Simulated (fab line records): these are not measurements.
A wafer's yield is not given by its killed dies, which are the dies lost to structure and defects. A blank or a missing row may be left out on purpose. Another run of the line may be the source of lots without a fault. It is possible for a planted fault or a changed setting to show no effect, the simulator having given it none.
A struck lot beside a sound one / flow nand harc / 37 out of 1302 route steps
Sound: wafers L991.2, L991.4, L991.6. Struck: wafer L101.3 (L101.2, L101.4, from the same lot, were not struck and are left out); the cause is given at the end.
Each step with rows lists, per side, the tool, then ch with its chambers, then its first start. Under that, the readings that differ: sound wafers / struck wafers / difference of the means / sigmas: that difference in standard deviations of wafers without a fault.
alike: readings whose means differ by less than 2 such deviations, and words and numbers that are the same on both sides. not compared: withheld readings, readings that some wafer has no value for, bounds like >300 that may hide the same value, and numbers for which the record gives no deviation and whose values overlap.
A row with sigmas, a row that says differs or no value, or rows on one side alone: a step with any of these is where the two part. Non-overlapping numbers with no deviation appear without sigmas and do not part them. A reading missing from all wafers of one side parts the sides only when that side holds two or more wafers.

first, 4 steps without rows for these wafers: NHARC_A_STAIRCASE_EXPOSE_438 (exposes mask STAIR REV); NHARC_A_STAIRCASE_PEB_439 (peb time 130 s); NHARC_A_STAIRCASE_DEVELOP_440 (time 140 s); NHARC_A_STAIRCASE_HARDBAKE_442 (time 140 s).
NHARC_A_STAIRCASE_DESCUM_443: chemistry O2, time 3 s.
  sound on rie diel-05 ch 2,3, day 20 03:29; struck on rie diel-12 ch 1, day 24 22:47
  alike: drypump motor current A, oes product au, rf vpp V, showerhead plenum p Torr, throttle valve pct
  not compared: rf hours counter h
then, 1 step without rows for these wafers: NHARC_A_STAIRCASE_ETCH_444 (etches the open film in C4F8/O2, target depth 20400 nm, time 6800 s).
NHARC_A_STAIRCASE_STRIP_446: strips in O2.
  sound on plasma asher-02 ch 0,1, day 20 07:55; struck on plasma asher-02 ch 0, day 25 03:16
  alike: drypump motor current A, heater power w
  not compared: rf hours counter h
then, 3 steps without rows for these wafers: NHARC_A_STAIRCASE_STRIP_447 (strips in SPM, time 900 s); NHARC_A_STAIRCASE_PRECLEAN_448 (cleans in SC1); NHARC_A_STAIRCASE_SRD_449.
NHARC_A_STAIRCASE_CMP_450: polishes SiO2, target thk 200 nm.
  sound on cmp-01 ch 2,3, day 20 08:42; struck on cmp-02 ch 1, day 25 04:05
  alike: motor current A
then, 6 steps without rows for these wafers: NHARC_A_STAIRCASE_CMP_152 (polishes); NHARC_A_STAIRCASE_SRD_154; NHARC_A_STAIRCASE_ETCH_403 (etches SiO2 in dHF, target depth 108.2 nm); NHARC_A_STAIRCASE_ETCHBACK_422 (etches the open film in CH3F/O2, target depth 40 nm, time 74.286 s); NHARC_A_STAIRCASE_ETCH_423 (etches SiO2 in dHF, target depth 30 nm); NHARC_A_STAIRCASE_ETCHBACK_157 (etches the open film in CH3F/O2, target depth 90 nm, time 167.14 s).
NHARC_A_STAIRCASE_STRIP_475: strips in O2, time 20 s.
  sound: rie diel-12 ch 0,2; struck: rie diel-12 ch 2
  alike: drypump motor current A, oes product au, rf vpp V, showerhead plenum p Torr, throttle valve pct
  not compared: rf hours counter h
then, 3 steps without rows for these wafers: NHARC_A_STAIRCASE_DEP_471 (deposits SiO2, target thk 100 nm); NHARC_A_STAIRCASE_CMP_472 (polishes SiO2); NHARC_A_STAIRCASE_SRD_474.
NHARC_A_SGD_CUT_DEP_00: deposits SiNx, target thk 50 nm.
  sound on pecvd-01 ch 1,2, day 20 10:40; struck on pecvd-03 ch 2, day 25 05:56
  alike: heater power w, susceptor temp C
then, 10 steps without rows for these wafers: NHARC_A_SGD_CUT_DEHYDRATE_01 (time 120 s); NHARC_A_SGD_CUT_HMDS_02 (time 30 s); NHARC_A_SGD_CUT_COAT_56 (time 75 s); NHARC_A_SGD_CUT_COAT_57 (time 65 s); NHARC_A_SGD_CUT_COAT_03 (resist thk 90 nm); NHARC_A_SGD_CUT_SOFTBAKE_04 (time 55 s); NHARC_A_SGD_CUT_EBR_05; NHARC_A_SGD_CUT_EXPOSE_06 (exposes mask SGD); NHARC_A_SGD_CUT_PEB_07 (peb time 65 s); NHARC_A_SGD_CUT_DEVELOP_08 (develop time 35 s).
NHARC_A_SGD_CUT_CD_MEAS_09: target cd 100 nm.
  sound on cd sem-02 ch 0, day 20 11:13; struck on cd sem-02 ch 0, day 25 06:32
  alike: cd nm
NHARC_A_SGD_CUT_OVL_MEAS_10:
  sound on overlay-02, day 20 11:19; struck on overlay-01, day 25 06:38
reading=overlay x nm (nm); sound=-2.7 -2.1 -1.9; struck=-0.2; difference=+2.0; sigmas=+2
  alike: overlay y nm
NHARC_A_SGD_CUT_DESCUM_14: chemistry O2, time 3 s.
  sound on rie diel-08 ch 0,3, day 20 11:25; struck on rie diel-02 ch 2, day 25 06:43
reading=rf vpp V (V); sound=58.3 59.2 57.8; struck=56.5; difference=-1.9; sigmas=-2
  alike: drypump motor current A, oes product au, showerhead plenum p Torr, throttle valve pct
  not compared: rf hours counter h
then, 1 step without rows for these wafers: NHARC_A_SGD_CUT_ETCH_58 (etches the open film in CF4, target depth 39 nm, time 65 s).
-- break in the record here, with 6 days between the starts of the struck wafers on either side (left off in module A_SGD_CUT, picked up again in module END, where the first step shown is number 1302 on the route) --
NHARC_END_SORT_01:
  here the record holds rows for the struck wafers (prober-02 ch 0, day 30 20:22) but none for the sound ones

WHERE THEY PART
First at NHARC_A_SGD_CUT_OVL_MEAS_10; last, within this record, at NHARC_END_SORT_01.

WHY: the cause the simulator had injected
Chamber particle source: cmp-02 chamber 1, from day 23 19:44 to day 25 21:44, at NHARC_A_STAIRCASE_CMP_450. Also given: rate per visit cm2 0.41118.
